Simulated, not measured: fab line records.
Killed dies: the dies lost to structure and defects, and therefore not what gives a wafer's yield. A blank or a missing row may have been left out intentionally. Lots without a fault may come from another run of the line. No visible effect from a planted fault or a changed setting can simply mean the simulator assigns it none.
Matching of chambers | flow nand_harc | NHARC_A_CONTACT_ETCH_110 on rie_diel-11 has 4 sister chambers
The step etches the open film in CF4/O2, target depth 60 nm, overetch 6 nm, time 33 s. 18 wafers are shown with their chamber, then 9 later ones without.

## WAFERS, EACH WITH ITS CHAMBER
wafer  | chamber | drypump_motor_current_A (A) | showerhead_plenum_p_Torr (Torr) | oes_product_au (a.u.)
L074.1 | 0       | 6.2                         | 1.31                            | 0.985
L074.4 | 3       | 5.4                         | 1.43                            | 1.000
L074.5 | 1       | 5.8                         | 1.29                            | 0.992
L081.1 | 0       | 6.3                         | 1.30                            | 0.985
L081.2 | 1       | 5.8                         | 1.28                            | 0.982
L081.3 | 3       | 5.4                         | 1.42                            | 1.006
L082.3 | 1       | 5.8                         | 1.28                            | 0.976
L082.4 | 3       | 5.4                         | 1.42                            | 0.997
L082.5 | 2       | 5.5                         | 1.24                            | 0.999
L083.1 | 1       | 5.8                         | 1.28                            | 0.976
L083.4 | 2       | 5.5                         | 1.24                            | 1.009
L083.6 | 1       | 5.8                         | 1.28                            | 0.979
L087.2 | 2       | 5.5                         | 1.45                            | 1.001
L087.4 | 3       | 5.3                         | 1.42                            | 0.997
L087.5 | 1       | 5.8                         | 1.28                            | 0.989
L090.1 | 0       | 6.2                         | 1.30                            | 1.002
L090.3 | 1       | 5.8                         | 1.28                            | 0.989
L090.6 | 0       | 6.3                         | 1.30                            | 0.995

SIGNATURES (means of the wafers above)
reading                  | chamber 0 | chamber 1 | chamber 2 | chamber 3 | scatter within a chamber
drypump_motor_current_A  | 6.250     | 5.800     | 5.500     | 5.375     | 0.0354
showerhead_plenum_p_Torr | 1.3025    | 1.2814    | 1.3100    | 1.4225    | 0.046
oes_product_au           | 0.99175   | 0.98329   | 1.00300   | 1.00000   | 0.00646
Rule: distance of a wafer from a chamber = root of the sum over the readings of ((wafer's reading minus chamber's mean) / reading's scatter) squared. The wafer belongs to the nearest chamber; if the next one is less than 2 further off, it can't be placed. The scatter is the square root of a quotient: the sum, over the shown wafers, of each reading's squared deviation from its chamber's mean, divided by wafers minus chambers.

## WAFERS WITH NO CHAMBER GIVEN
wafer  | drypump_motor_current_A (A) | showerhead_plenum_p_Torr (Torr) | oes_product_au (a.u.)
L089.3 | 5.5                         | 1.44                            | 1.009
L089.4 | 5.8                         | 1.28                            | 0.998
L089.5 | 5.5                         | 1.44                            | 1.002
L093.3 | 6.3                         | 1.29                            | 0.992
L093.5 | 5.5                         | 1.44                            | 1.008
L093.6 | 5.8                         | 1.27                            | 0.984
L095.2 | 6.3                         | 1.29                            | 0.997
L095.5 | 5.5                         | 1.44                            | 1.006
L095.6 | 5.8                         | 1.27                            | 0.994

## THE CHAMBER EACH PASSED THROUGH
wafer  | from the rows above     | in truth
L089.3 | can't be placed: 2 or 3 | 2
L089.4 | 1                       | 1
L089.5 | can't be placed: 2 or 3 | 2
L093.3 | 0                       | 0
L093.5 | can't be placed: 2 or 3 | 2
L093.6 | 1                       | 1
L095.2 | 0                       | 0
L095.5 | can't be placed: 2 or 3 | 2
L095.6 | 1                       | 1
Placed correctly: 5 of 9. These rows do not allow placing 4 (true chamber among the candidates in 4). Number placed wrongly: 0.
